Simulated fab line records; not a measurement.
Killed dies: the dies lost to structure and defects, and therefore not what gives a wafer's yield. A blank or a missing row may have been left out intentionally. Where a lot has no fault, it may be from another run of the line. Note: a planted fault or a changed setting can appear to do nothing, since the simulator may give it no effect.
Matching of chambers :: flow nand-harc :: NHARC_P_ZERO_WELL_ETCH_63 on rie-si-03 has 4 sister chambers
The step etches the open film in HBr/Cl2, target depth 120 nm, time 40.1 s. 8 wafers are shown with their chamber, then 7 later ones without.

== EACH WAFER AND ITS CHAMBER ==
wafer: L457.2
chamber: 0
drypump-motor-current-A (A): 6.0
oes-product-au (a.u.): 1.011

wafer: L465.2
chamber: 2
drypump-motor-current-A (A): 5.8
oes-product-au (a.u.): 1.015

wafer: L465.6
chamber: 3
drypump-motor-current-A (A): 6.4
oes-product-au (a.u.): 1.019

wafer: L469.1
chamber: 2
drypump-motor-current-A (A): 5.8
oes-product-au (a.u.): 1.004

wafer: L469.2
chamber: 1
drypump-motor-current-A (A): 6.6
oes-product-au (a.u.): 0.989

wafer: L469.5
chamber: 1
drypump-motor-current-A (A): 6.6
oes-product-au (a.u.): 0.999

wafer: L472.1
chamber: 3
drypump-motor-current-A (A): 6.5
oes-product-au (a.u.): 1.024

wafer: L472.2
chamber: 0
drypump-motor-current-A (A): 6.0
oes-product-au (a.u.): 1.011

== WAFERS MISSING THEIR CHAMBER ==
wafer: L472.4
drypump-motor-current-A (A): 5.8
oes-product-au (a.u.): 1.004

wafer: L478.1
drypump-motor-current-A (A): 6.5
oes-product-au (a.u.): 1.005

wafer: L478.4
drypump-motor-current-A (A): 5.8
oes-product-au (a.u.): 0.987

wafer: L478.5
drypump-motor-current-A (A): 6.5
oes-product-au (a.u.): 0.997

wafer: L480.3
drypump-motor-current-A (A): 6.0
oes-product-au (a.u.): 0.985

wafer: L480.5
drypump-motor-current-A (A): 6.0
oes-product-au (a.u.): 0.976

wafer: L480.6
drypump-motor-current-A (A): 6.5
oes-product-au (a.u.): 0.987

== EACH ONE'S CHAMBER ==
wafer: L472.4
from the rows above: 2
in truth: 2

wafer: L478.1
from the rows above: can't be placed: 3 or 1
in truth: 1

wafer: L478.4
from the rows above: 2
in truth: 2

wafer: L478.5
from the rows above: can't be placed: 1 or 3
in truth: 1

wafer: L480.3
from the rows above: 0
in truth: 0

wafer: L480.5
from the rows above: can't be placed: 0 or 2
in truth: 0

wafer: L480.6
from the rows above: 1
in truth: 1
Correct placement for 4 of the 7. From these rows, 3 cannot be placed; in 3 the true chamber is one of the candidates. 0 placed wrongly.
How it was worked out, from the rows above alone: a wafer's distance from a chamber is the root of the sum, over the readings, of the square of ((its reading less the chamber's mean) divided by the reading's scatter). The wafer belongs to the nearest chamber; if the next one is less than 2 further off, it can't be placed. Each chamber's mean is taken over the wafers shown for it. The scatter is the square root of a quotient: the sum, over the shown wafers, of each reading's squared deviation from its chamber's mean, divided by wafers minus chambers.
